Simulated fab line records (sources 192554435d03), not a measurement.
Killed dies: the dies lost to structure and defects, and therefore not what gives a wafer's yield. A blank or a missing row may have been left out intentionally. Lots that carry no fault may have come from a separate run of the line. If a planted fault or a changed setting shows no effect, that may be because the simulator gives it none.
fab line records    flow n5_finfet    part 2 of 2: steps 23 to 34 of 34
record: lots: 5  wafers: 15  last_day: 17
route steps=1938 shown SPACER0@258 SD_EPI_N@262
lots that met no fault: taken from a fault-free run of the same line
start_h: the number of hours between the record's first day and the start of the first shown wafer of the lot    wait_h: hours elapsed since this lot's preceding step    " same as the row above    L1.1+2: several wafers, shown together as one row    - no value, or no start was given    * or withheld: withheld    < > ~ a bound
route shown NAME@n: NAME is a module with steps in the file, n the number in the route of the first one    usual: mean and standard deviation over wafers with no fault    same: alike in all rows    chamber/n: place in a boat    sites: the reading at each site    _std_site: their standard deviation    _edge_site: inner sites' mean taken away from outer sites' mean    radius_mm: how far each site lies from the wafer's centre    mask NAME#n: copy n    behind: the most recent tool/chamber to have shaped the wafer    hold: what put the lot on hold/how long, in hours/how the hold closed    device: whichever transistor did not switch (one of n, p or np)    end of line: the route-end tests of the same wafers    a step with no rows: only its recipe    killed: at the first sort, the dies lost to defects and structure; wafer yield is something else    map: a wafer's dies, marking killed ones x, the rest . and places with no die _
set.NAME: the setting as run; set.NAME@STEP: as run at that earlier step    model.NAME: the simulator's own value behind a step, which no gauge read
lots seen at some steps along the route; tables by step, rows by wafer
services: from which hour (start_h, from the record's first day; less than 0 if before it) a tool's chamber was out of use, for how many hours, and why
== steps ==
step: N5_SD_EPI_N_STRIP_47
recipe: chemistry: CHF3/O2  resist: SiARC  rf_frequency_hz: 6e+07
lot.wafer   tool         chamber  start_h  wait_h
L078.2+4+5  rie_diel-06  1,3,1    73.03    0.0
L084.1+3+5  rie_diel-05  3,0,0    110.43   0.0
L085.1+2+6  rie_diel-06  1,0,3    116.97   0.0
L089.4+5+6  rie_diel-05  0,1,0    138.64   0.0
L091.1+3+5  rie_diel-06  2,1,2    179.02   0.0
step: N5_SD_EPI_N_SD_RECESS_17
recipe: chemistry: HBr/Cl2/O2  target_depth_a: 410  mask_material: SOC  time_s: 23.7  bt_time_s: 3  pressure_mtorr: 10  icp_w: 800  bias_w: 112  HBr_flow_sccm: 150  Cl2_flow_sccm: 80  O2_flow_sccm: 12
usual: drypump_motor_current_A: 6.0/0.36  mfc_cl2_sccm: 80.04/0.24  oes_product_au: 1.001/0.014  throttle_valve_pct: 37.1/0.3
lot.wafer  tool       chamber  start_h  wait_h  drypump_motor_current_A  mfc_cl2_sccm  oes_product_au  rf_hours_counter_h  throttle_valve_pct
L078.2     rie_si-01  2        73.06    0.0     5.8                      80.19         0.977           91                  36.8
L078.4     "          0        "        "       5.5                      80.22         1.011           30                  37.1
L078.5     "          3        "        "       6.1                      80.07         0.976           -                   37.4
L084.1     rie_si-05  2        110.46   0.0     6.5                      80.16         1.005           109                 36.7
L084.3     "          1        "        "       5.8                      79.64         1.031           59                  36.9
L084.5     "          3        "        "       6.5                      80.31         1.005           -                   37.1
L085.1     rie_si-04  0        117.00   0.0     5.8                      79.67         1.003           5                   37.3
L085.2     "          3        "        "       6.0                      80.11         0.992           175                 36.9
L085.6     "          0        "        "       5.8                      79.84         0.997           -                   37.3
L089.4     rie_si-05  3        138.67   0.0     6.5                      80.24         0.999           0                   37.4
L089.5     "          0        "        "       6.6                      80.05         0.997           -                   37.8
L089.6     "          3        "        "       6.5                      80.19         0.995           -                   37.4
L091.1     rie_si-05  0        179.05   0.0     6.7                      79.69         0.997           45                  37.8
L091.3     "          2        "        "       6.5                      80.23         1.011           110                 36.7
L091.5     "          2        "        "       6.5                      80.13         1.008           -                   36.7
step: N5_SD_EPI_N_STRIP_38
recipe: chemistry: N2/H2  power_w: 1000  temp_c: 250  h2_frac: 0.65  overash_fraction: 0.3  pressure_mtorr: withheld  n2_flow_sccm: 1750  h2_flow_sccm: 3250
usual: drypump_motor_current_A: 6.23/0.26  heater_power_w: 350/38  oes_product_au: 0.760/0.012
lot.wafer  tool             chamber  start_h  wait_h  drypump_motor_current_A  heater_power_w  oes_product_au  rf_hours_counter_h
L078.2     plasma_asher-02  0        73.16    0.1     5.98                     314             0.753           96
L078.4     "                1        "        "       6.53                     383             0.767           -
L078.5     "                1        "        "       6.54                     395             0.779           -
L084.1     plasma_asher-02  1        110.55   0.1     6.54                     393             0.764           104
L084.3     "                0        "        "       5.99                     306             0.776           -
L084.5     "                1        "        "       6.55                     385             0.740           -
L085.1     plasma_asher-01  0        117.10   0.1     6.13                     369             0.747           42
L085.2     "                1        "        "       6.09                     359             0.756           42
L085.6     "                1        "        "       6.15                     352             0.752           -
L089.4     plasma_asher-02  0        138.78   0.1     6.00                     308             0.766           -
L089.5     "                1        "        "       6.54                     387             0.786           -
L089.6     "                0        "        "       5.96                     307             0.762           -
L091.1     plasma_asher-01  1        179.15   0.1     6.12                     358             0.770           51
L091.3     "                1        "        "       6.09                     364             0.750           -
L091.5     "                0        "        "       6.11                     369             0.750           -
step: N5_SD_EPI_N_WET_ETCH_43
recipe: chemistry: dHF  dilution: withheld  time_s: 14  target: SiO2  target_depth_a: 15  temp_c: 25
lot.wafer   tool          chamber  start_h  wait_h
L078.2+4+5  wet_bench-02  1,2,3    73.25    -
L084.1+3+5  wet_bench-02  3,5,1    110.64   -
L085.1+2+6  wet_bench-02  4,2,6    117.19   -
L089.4+5+6  wet_bench-01  7,4,5    138.85   -
L091.1+3+5  wet_bench-03  4,5,0    179.23   -
step: N5_SD_EPI_N_STRIP_18
recipe: chemistry: SPM  time_s: 750  temp_c: 130  h2so4_h2o2_vol_ratio: 4
lot.wafer   tool          chamber  start_h  wait_h
L078.2+4+5  wet_bench-02  1,2,3    73.25    0.0
L084.1+3+5  wet_bench-02  3,5,1    110.65   0.0
L085.1+2+6  wet_bench-02  4,2,6    117.19   0.0
L089.4+5+6  wet_bench-01  7,4,5    138.86   0.0
L091.1+3+5  wet_bench-03  4,5,0    179.24   0.0
step: N5_SD_EPI_N_SRD_20
recipe: dry: ipa_marangoni  do_ppb: 5  time_s: 30  temp_c: 23  rinse_liquid: diw
lot.wafer   tool          chamber  start_h  wait_h
L078.2+4+5  wet_bench-02  1,2,3    73.46    0.0
L084.1+3+5  wet_bench-02  3,5,1    110.86   0.0
L085.1+2+6  wet_bench-02  4,2,6    117.40   0.0
L089.4+5+6  wet_bench-01  7,4,5    139.06   0.0
L091.1+3+5  wet_bench-03  4,5,0    179.45   0.0
step: N5_SD_EPI_N_PRECLEAN_48
recipe: chemistry: NF3:NH3  afs_cycles: 2  temp_c: 30  time_s: 20  sublimation_temp_c: 180  sublimation_time_s: 60  pressure_torr: 3  rf_power_w: 30
lot.wafer   tool          chamber  start_h  wait_h
L078.2+4+5  epi_rpcvd-04  0        73.57    0.1
L084.1+3+5  epi_rpcvd-04  0        110.91   0.0
L085.1+2+6  epi_rpcvd-02  0        117.46   0.0
L089.4+5+6  epi_rpcvd-03  0        139.29   0.2
L091.1+3+5  epi_rpcvd-04  0        179.50   0.0
step: N5_SD_EPI_N_VAPOR_ETCH_50
recipe: chemistry: HCl  target: Si  temp_c: 775  time_s: 54  pressure_torr: 20  mode: isotropic
usual: throttle_valve_pct: 12.01/0.27
lot.wafer  tool          chamber  start_h  wait_h  throttle_valve_pct
L078.2     epi_rpcvd-04  0        73.90    0.3     12.04
L078.4     "             0        "        "       12.44
L078.5     "             0        "        "       12.21
L084.1     epi_rpcvd-04  0        111.55   0.5     12.14
L084.3     "             0        "        "       12.31
L084.5     "             0        "        "       12.05
L085.1     epi_rpcvd-02  0        117.82   0.3     12.09
L085.2     "             0        "        "       12.46
L085.6     "             0        "        "       12.35
L089.4     epi_rpcvd-03  0        139.56   0.2     11.60
L089.5     "             0        "        "       11.42
L089.6     "             0        "        "       11.71
L091.1     epi_rpcvd-04  0        180.64   0.9     12.17
L091.3     "             0        "        "       12.27
L091.5     "             0        "        "       12.39
step: N5_SD_EPI_N_EPI_21
recipe: material: Si:P  dopant: P  temp_c: 680  pressure_torr: 255  time_s: 690
same: epi_growth_time_s: 690
lot.wafer   tool          chamber  start_h  wait_h
L078.2+4+5  epi_rpcvd-04  0        74.33    0.4
L084.1+3+5  epi_rpcvd-04  0        111.87   0.3
L085.1+2+6  epi_rpcvd-02  0        118.00   0.1
L089.4+5+6  epi_rpcvd-03  0        140.49   0.9
L091.1+3+5  epi_rpcvd-04  0        181.20   0.5
step: N5_SD_EPI_N_EPI_MEAS_23
recipe: mode: xrd
usual: thk_nm: 59.1/1.3
lot.wafer  tool           chamber  start_h  wait_h  thk_nm
L078.2     film_metro-01  -        75.77    1.2     59.2
L078.4     "              -        "        "       59.1
L078.5     "              -        "        "       60.4
L084.1     film_metro-01  -        114.89   2.5     59.3
L084.3     "              -        "        "       59.6
L084.5     "              -        "        "       57.6
L085.1     film_metro-01  -        119.71   1.4     59.3
L085.2     "              -        "        "       61.1
L085.6     "              -        "        "       57.9
L089.4     film_metro-01  -        141.38   0.6     58.0
L089.5     "              -        "        "       58.2
L089.6     "              -        "        "       61.3
L091.1     film_metro-01  -        186.55   4.5     57.1
L091.3     "              -        "        "       58.3
L091.5     "              -        "        "       58.9
step: N5_SD_EPI_N_PRECLEAN_24
recipe: chemistry: O3/DIW  time_s: 60  temp_c: 22  o3_ppm: 10
lot.wafer   tool          chamber  start_h  wait_h
L078.2+4+5  wet_bench-01  5,1,2    75.80    0.0
L084.1+3+5  wet_bench-03  2,7,0    114.94   0.0
L085.1+2+6  wet_bench-03  1,0,6    119.75   0.0
L089.4+5+6  wet_bench-03  4,5,1    141.41   0.0
L091.1+3+5  wet_bench-02  4,1,2    186.59   0.0
step: N5_SD_EPI_N_SRD_25
recipe: time_s: 30  temp_c: 23  rinse_liquid: diw  dry: ipa_marangoni
lot.wafer   tool          chamber  start_h  wait_h
L078.2+4+5  wet_bench-01  5,1,2    75.82    0.0
L084.1+3+5  wet_bench-03  2,7,0    114.96   0.0
L085.1+2+6  wet_bench-03  1,0,6    119.77   0.0
L089.4+5+6  wet_bench-03  4,5,1    141.43   0.0
L091.1+3+5  wet_bench-02  4,1,2    186.61   0.0
== services ==
tool             chamber  start_h  hours  kind
arfi_scanner-03  -        51.53    1.3    pm
arfi_scanner-02  -        59.11    6.9    repair
arfi_scanner-02  -        71.06    1.3    pm
arfi_scanner-02  -        74.51    1.0    pm
arfi_scanner-03  -        80.61    1.1    repair
plasma_asher-02  -        81.42    2.8    pm
arfi_scanner-02  -        83.02    11.3   repair
ald_sin-02       -        87.22    14.0   pm
rie_diel-05      2        89.97    4.8    repair
arfi_scanner-03  -        96.27    4.9    pm
arfi_scanner-02  -        102.00   1.4    repair
arfi_scanner-02  -        106.64   6.0    pm
ald_sin-03       0        108.21   10.9   repair
arfi_scanner-02  -        116.01   1.8    repair
rie_si-05        2        118.13   4.7    repair
arfi_scanner-02  -        125.49   0.8    pm
arfi_scanner-03  -        135.80   1.0    pm
ald_sin-02       -        138.04   2.8    pm
rie_diel-05      0        147.50   7.9    repair
ald_sin-01       2        154.61   3.5    repair
ald_sin-03       3        157.48   4.7    repair
ald_sin-02       -        165.12   14.6   pm
rie_si-05        1        166.62   10.4   repair
ald_sin-01       -        176.75   14.0   pm
